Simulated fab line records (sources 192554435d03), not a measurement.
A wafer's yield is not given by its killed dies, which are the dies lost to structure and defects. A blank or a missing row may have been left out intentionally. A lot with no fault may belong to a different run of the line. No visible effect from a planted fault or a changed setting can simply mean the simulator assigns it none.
A struck lot beside a sound one | flow n5-finfet | 37 steps out of a route of 1938
Sound: these wafers, L250.2, L250.3, L250.4. Wafers struck: L260.1, L260.4, L260.5. The cause is given at the end.
For every step that has rows: the tool of each side, followed by ch and its chambers, followed by its first start. Under that, the readings that differ: sound wafers | struck wafers | difference of the means | sigmas: that difference in standard deviations of wafers without a fault.
alike: readings with means less than 2 such deviations apart, plus words and numbers identical on both sides. not compared: withheld readings, readings lacking a value on some wafer, bounds such as >300 that could conceal the same value, and numbers that have no deviation in the record and whose values overlap.
A row with sigmas, a row that says differs or no value, or rows on one side alone: a step with any of these is where the two part. When numbers do not overlap yet have no deviation, they are printed without sigmas and do not part them. A reading that every wafer of one side lacks parts them only if that side has two wafers or more.

first, 9 steps without rows for these wafers: N5_BEOL_M4_ANNEAL_95 (time 240 s); N5_BEOL_M4_SPUTTER_96 (material Cu, target thk 4.5 nm, time 8.29 s); N5_BEOL_M4_ECD_50 (material Cu, target thk 300 nm); N5_BEOL_M4_ANNEAL_51 (time 90 s); N5_BEOL_M4_CMP_52 (polishes, stops on SiOC, t overpolish 6.8 s, target thk 40 nm); N5_BEOL_M4_PRE_CLEAN_60 (time 15 s); N5_BEOL_M4_CO_CAP_55 (material Co, precursor CCTBA/H2, target thk 2 nm, time 102.1 s); N5_BEOL_M4_PRE_CLEAN_56 (time 15 s); N5_BEOL_M4_DEP_57 (deposits SiCN from 3MS/NH3, target thk 8 nm, time 14 s).
N5_BEOL_M4_RC_MEAS_101:
  sound on prober-02 ch 0, day 10 04:34; struck on prober-01 ch 0, day 12 13:17
  reading       | sound          | struck         | difference | sigmas
  DIBL_N (mV/V) | 39.2 36.3 39.0 | 36.1 33.0 33.6 | -3.9       | -2
  DIBL_P (mV/V) | 40.5 36.0 39.5 | 36.7 32.3 33.6 | -4.5       | -2
  alike: IOFF_N, IOFF_P, ION_N, ION_P, SS_N, SS_P, VT_N, VT_P
then, 24 steps without rows for these wafers: N5_BEOL_M5_ILD_DEP_00 (deposits SiCOH lowk from DEMS/porogen, target thk 140.64 nm, time 25.9 s); N5_BEOL_M5_CURE_79 (cures SiCOH lowk, time 240 s); N5_BEOL_M5_PECVD_70 (deposits SiO2 from TEOS/O2, target thk 16 nm, time 18 s); N5_BEOL_M5_HM_DEP_02 (deposits TiN, target thk 20 nm); N5_BEOL_M5_COAT_59 (time 60 s, resist thk 60 nm); N5_BEOL_M5_COAT_60 (time 60 s, resist thk 12 nm); N5_BEOL_M5_COAT_71 (time 60 s, resist thk 5 nm); N5_BEOL_M5_COAT_05 (resist thk 30 nm); N5_BEOL_M5_EBR_07; N5_BEOL_M5_SOFTBAKE_06 (time 60 s); N5_BEOL_M5_EXPOSE_08 (exposes mask M5, target cd 28 nm); N5_BEOL_M5_PEB_09 (peb time 60 s); N5_BEOL_M5_DEVELOP_10 (develop time 30 s); N5_BEOL_M5_DESCUM_16 (chemistry O2, time 7 s); N5_BEOL_M5_ETCH_72 (etches underlayer in N2/H2, target depth 6.5 nm, time 5.2 s); N5_BEOL_M5_ETCH_61 (etches SiARC in CF4, target depth 15.6 nm, time 26 s); N5_BEOL_M5_ETCH_62 (etches SOC in N2/H2, target depth 75 nm, overetch 15 nm, time 112.5 s); N5_BEOL_M5_STRIP_63 (strips in N2/H2); N5_BEOL_M5_STRIP_73 (strips in N2/H2); N5_BEOL_M5_STRIP_64 (strips in CF4); N5_BEOL_M5_HM_OPEN_17 (chemistry Cl2/BCl3, target TiN, target depth 20 nm, overetch 6 nm); N5_BEOL_M5_STRIP_19 (strips in O2); N5_BEOL_M5_COAT_65 (time 60 s, resist thk 60 nm); N5_BEOL_M5_COAT_66 (time 60 s, resist thk 12 nm).
-- record jumps: 2 days separate the struck wafers' starts on either side; left off in module BEOL_M5, taken up again in module BEOL_M10, whose first shown step is the route's number 1524 --
N5_BEOL_M10_ALD_74: deposits TaN, target thk 2 nm, pulse time 2 s, purge time 3 s.
  sound on ald-metal-04 ch 0,2,3, day 12 09:56; struck on ald-metal-04 ch 1,2,3, day 14 21:31
  no value came back on the struck wafers for any of 5 readings (ald-cycles, chamber-pressure-Torr (Torr) and others); on the sound wafers ald-cycles reads 40 40 40
N5_BEOL_M10_CMP_52: polishes, stops on SiCOH lowk, t overpolish 7 s, target thk 140 nm.
  sound on cmp-02 ch 0,1,3, day 12 12:52; struck on cmp-03 ch 1,2, day 14 22:56
  reading                      | sound          | struck         | difference | sigmas
  barrier-field-endpoint-s (s) | 27.8 29.1 28.8 | 26.4 26.1 26.4 | -2.3       | -3
  alike: motor-current-A
-- record jumps: 2 days separate the struck wafers' starts on either side; left off in module BEOL_M10, taken up again in module PASSIVATION, whose first shown step is the route's number 1936 --
N5_PASSIVATION_PROBE_49:
  struck on prober-01, day 17 03:24; sound on prober-01, day 14 13:53
  reading                  | sound          | struck            | difference | sigmas
  defect-limited-yield (%) | 87.1 89.7 87.7 | 0 0 0             | -88        | -63
  killed_at_M0_to_M3       | 76 74 67       | 40 33 47          | -32        | -3
  killed_at_M4_up          | 9 7 15         | 1084 1083 1067    | +1068      | +99 or more
  killed-dies              | 152 122 145    | 1180 1180 1180    | +1040      | +61
  killed-on-rim            | 16 14 20       | 152 152 152       | +135       | +31
  sort_bin_4_leakage (%)   | 0 0 0          | 90.59 91.02 88.56 | +90.06     |
  sort-n-pass              | 1028 1058 1035 | 0 0 0             | -1040      | -61
  sort-yield-pct (%)       | 87.1 89.7 87.7 | 0 0 0             | -88        | -59
  alike: killed-at-contacts, killed-at-front-end, killed-at-other, killed-open, killed-short, sort_bin_5_function, sort_bin_6_memory

== WHERE THEY PART ==
Earliest at N5_BEOL_M4_RC_MEAS_101; latest, in this record, at N5_PASSIVATION_PROBE_49.

WHY: the cause the simulator had injected
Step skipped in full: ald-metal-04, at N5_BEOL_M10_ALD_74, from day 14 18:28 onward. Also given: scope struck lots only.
